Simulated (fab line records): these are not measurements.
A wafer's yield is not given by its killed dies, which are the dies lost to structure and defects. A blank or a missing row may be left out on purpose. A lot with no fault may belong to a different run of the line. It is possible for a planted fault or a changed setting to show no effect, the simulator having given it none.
Chamber matching	flow nand harc	NHARC_A_STAIRCASE_ETCH_444 on rie diel-11: 4 sister chambers
The step etches the open film in C4F8/O2, target depth 20400 nm, time 6800 s. 4 wafers are shown with their chamber, then 9 later ones without.

EACH WAFER AND ITS CHAMBER
wafer	chamber	rf vpp V (V)
L083.5	0	805
L088.2	2	814
L088.3	1	810
L088.6	3	800

WAFERS WITH NO CHAMBER GIVEN
wafer	rf vpp V (V)
L091.2	816
L091.4	799
L091.5	800
L094.1	800
L094.2	815
L094.3	802
L097.1	809
L097.3	798
L097.4	804

EACH ONE'S CHAMBER
wafer	from the rows above	in truth
L091.2	2	2
L091.4	3	3
L091.5	3	3
L094.1	3	3
L094.2	2	2
L094.3	can't be placed: 3 or 0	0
L097.1	1	1
L097.3	3	3
L097.4	0	0
Correct placement for 8 of the 9. Not placeable from these rows: 1 (in 1, the candidates include the true chamber). Wrongly placed: 0.
How it was worked out, from the rows above alone: a wafer's distance from a chamber is the root of the sum, over the readings, of the square of ((its reading less the chamber's mean) divided by the reading's scatter). If the next closest chamber is less than 2 further off than the closest, the wafer can't be placed; otherwise it belongs to the closest. Each chamber's mean is taken over the wafers shown for it. The scatter: with one shown wafer a chamber, the root of the mean of the squares of how far each hidden wafer lies from its nearest shown one.
